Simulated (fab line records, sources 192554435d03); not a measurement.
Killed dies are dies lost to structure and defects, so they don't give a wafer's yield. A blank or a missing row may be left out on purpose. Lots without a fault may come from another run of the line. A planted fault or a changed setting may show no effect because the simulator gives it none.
Which tool did it? | flow n5_finfet | 9 lots, 26 wafers sampled, at 4 steps of a route of 1938

WHAT THE GAUGES READ, wafer by wafer
N5_BEOL_M15_OVL_MEAS_29.
lot  | measured     | on         | M15_OVL (nm)
L843 | day 14 06:09 | overlay-02 | 9 10 9
L845 | day 14 16:21 | overlay-02 | -2 0 2
L850 | day 15 19:33 | overlay-02 | 75 66 63
L847 | day 15 23:11 | overlay-02 | 84 72 77
L854 | day 16 12:15 | overlay-01 | 13 7 6
L855 | day 16 20:59 | overlay-01 | 1 -10
L858 | day 18 10:33 | overlay-02 | 18 6 15
L860 | day 18 22:01 | overlay-02 | 13 13 7
L862 | day 20 02:10 | overlay-02 | 4 7 10

WHICH TOOL RAN EACH LOT (tool, then ch and the chambers of the sampled wafers, then the start)
lot  | N5_BEOL_M15_DESCUM_15              | N5_BEOL_M15_ETCH_59                | N5_BEOL_M15_EXPOSE_25
L843 | rie_diel-02 ch 1,3, day 14 04:37   | rie_diel-02 ch 1,3, day 14 04:39   | krf_scanner-01 ch 0, day 14 05:57
L845 | rie_diel-02 ch 0,2,3, day 14 14:45 | rie_diel-02 ch 0,2,3, day 14 14:47 | krf_scanner-02 ch 0, day 14 16:09
L850 | rie_diel-03 ch 1,3, day 15 17:51   | rie_diel-03 ch 1,3, day 15 17:53   | krf_scanner-02 ch 0, day 15 19:21
L847 | rie_diel-03 ch 0,1,2, day 15 21:44 | rie_diel-03 ch 0,1,2, day 15 21:47 | krf_scanner-02 ch 0, day 15 22:59
L854 | rie_diel-03 ch 0,2,3, day 16 10:48 | rie_diel-03 ch 0,2,3, day 16 10:50 | krf_scanner-01 ch 0, day 16 12:02
L855 | rie_diel-02 ch 0,1, day 16 19:28   | rie_diel-02 ch 0,1, day 16 19:30   | krf_scanner-01 ch 0, day 16 20:47
L858 | rie_diel-03 ch 2,3, day 18 09:01   | rie_diel-03 ch 2,3, day 18 09:03   | krf_scanner-01 ch 0, day 18 10:21
L860 | rie_diel-03 ch 0,1, day 18 20:37   | rie_diel-03 ch 0,1, day 18 20:38   | krf_scanner-01 ch 0, day 18 21:49
L862 | rie_diel-02 ch 0,1,2, day 20 00:40 | rie_diel-02 ch 0,1,2, day 20 00:42 | krf_scanner-01 ch 0, day 20 01:58
- N5_BEOL_M15_DESCUM_15: chemistry O2, time 7.9 s.
- N5_BEOL_M15_ETCH_59: etches BARC in N2/H2, target depth 89 nm, overetch 26.7 nm, time 67.9 s.
- N5_BEOL_M15_EXPOSE_25: exposes mask M15, target cd 400 nm.

THE ANSWER, worked out from the rows above alone
Rule: what is usual is taken from the lots themselves. Put in order of their means at a reading, lots are off if they are a third of the lots or fewer, leave a main group of 4 or more, and stand apart from it by a gap of 3 or more times the standard deviation of the main group's means; of several such gaps the widest counts. A main group whose means are all the same, to the digits that the tables above print for the reading, isn't used. A lot without any number at a reading at which 4 lots or more have one is off too. The other lots that the step has rows for count as sound.
Off: L850, L847, at N5_BEOL_M15_OVL_MEAS_29 (M15_OVL). The main group: mean 6 nm, standard deviation 5.8.
A tool fits if, at a process step before that reading, it ran every lot that is off, and no sound lot after the first of them. The gauges at N5_BEOL_M15_OVL_MEAS_29 are tried like those tools. One fits: krf_scanner-02 at N5_BEOL_M15_EXPOSE_25. Its last sound lot is L845 (day 14 16:09), its first lot that is off L850 (day 15 19:21): a fault that began between those two fits.

WHAT THE SIMULATOR HAD PUT IN
Scanner matching overlay: krf_scanner-02, from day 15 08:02 on, at N5_BEOL_M15_EXPOSE_25. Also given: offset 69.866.
Lots struck among those shown: L850, L847. The rule above found the same.
